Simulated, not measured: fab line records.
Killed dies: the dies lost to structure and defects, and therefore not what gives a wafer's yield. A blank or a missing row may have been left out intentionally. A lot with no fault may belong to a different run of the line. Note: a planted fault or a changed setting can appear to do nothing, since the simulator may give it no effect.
Split-lot experiment    flow n5-finfet    21 wafers read across 7 lots, on a route 1938 steps long

THE SPLIT
At N5_FIN_SAQP_ETCH_64 (etches SiO2 in CF4, target depth 1.5 nm), the setting bias-w was moved away from the recipe's 400 W on 10 of the 21 wafers read, by -16.1% to +7.5%. The other wafers ran this setting at the recipe's value.

The reading comes from the split's own step.

THE READING
etch.depth-nm (the simulator's own value, which no gauge read), in nm, at N5_FIN_SAQP_ETCH_64 (etches SiO2 in CF4, target depth 1.5 nm). No usual value for it is given in the file. Average 1.502 nm, standard deviation 0.017 nm, over the 11 wafers here run with the recipe.

wafer   tool, chamber at the split  bias-w as run, W  against the recipe  etch.depth-nm, nm  against lot-mates on the recipe
L081.2  rie-si-03, 1                335.7             -16.1%              1.458              -0.029
L081.4  rie-si-03, 2                335.7             -16.1%              1.41               -0.077
L081.5  rie-si-03, 3                400               recipe              1.487              -
L082.1  rie-si-01, 3                338               -15.5%              1.434              -0.073
L082.4  rie-si-01, 0                400               recipe              1.517              -
L082.5  rie-si-01, 3                400               recipe              1.498              -
L084.3  rie-si-03, 2                348.7             -12.8%              1.42               -0.111
L084.5  rie-si-03, 0                348.7             -12.8%              1.435              -0.096
L084.6  rie-si-03, 1                400               recipe              1.531              -
L088.1  rie-si-01, 1                400               recipe              1.515              -
L088.2  rie-si-01, 3                400               recipe              1.521              -
L088.5  rie-si-01, 2                350.1             -12.5%              1.475              -0.043
L090.1  rie-si-03, 0                379.7             -5.1%               1.47               -0.007
L090.2  rie-si-03, 3                400               recipe              1.477              -
L090.6  rie-si-03, 3                379.7             -5.1%               1.447              -0.030
L096.1  rie-si-03, 0                429.8             +7.5%               1.51               +0.030
L096.2  rie-si-03, 3                400               recipe              1.48               -
L096.5  rie-si-03, 2                429.8             +7.5%               1.505              +0.025
L097.3  rie-si-04, 1                400               recipe              1.506              -
L097.4  rie-si-04, 3                400               recipe              1.5                -
L097.6  rie-si-04, 0                400               recipe              1.489              -

THE FIT
A straight line over all 21 wafers: etch.depth-nm changes by +0.00389 nm for each +1% of bias-w; r = +0.83; the points scatter about the line by 0.02 nm.
The same after taking each lot's own level away (the mean of its wafers on the recipe; 21 wafers): +0.00462 nm for each +1%; r = +0.88; scatter 0.019 nm.
Per that fit: largest bias-w move, reading shift of 0.074 nm.
Across the lots, their own levels run from 1.4770 to 1.5310 nm, a range of 3.2 times the standard deviation given above.
Hence the slope depends on the lot-to-lot level, as the two fits are not the same.
Check: -0.0867 nm against its lot-mates is what the line predicts for one of the wafers moved furthest among these (-16.1%) when that wafer is left out of the fit. Against them it came out at -0.029 nm.

OTHER SPLITS APPLIED TO THESE WAFERS
Other splits were also applied to these wafers ahead of the reading. Each is held against what the fit with the lots' levels taken away leaves over:
other split on the same wafers             wafers away from the commonest value  r with etch.depth-nm (lot level and that fit taken away)
N5_WELL_APT_COAT_02 spin-rpm               4                                     -0.38
N5_PMOS_HMC_CHANNEL_EPI_EXPOSE_06 dose-mj  7                                     -0.25
N5_PMOS_HMC_CHANNEL_EPI_PEB_07 peb-time-s  5                                     +0.26

FILE'S OWN FIT
etch.depth-nm changes by +0.00462 nm for each +1% of bias-w, r = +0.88.
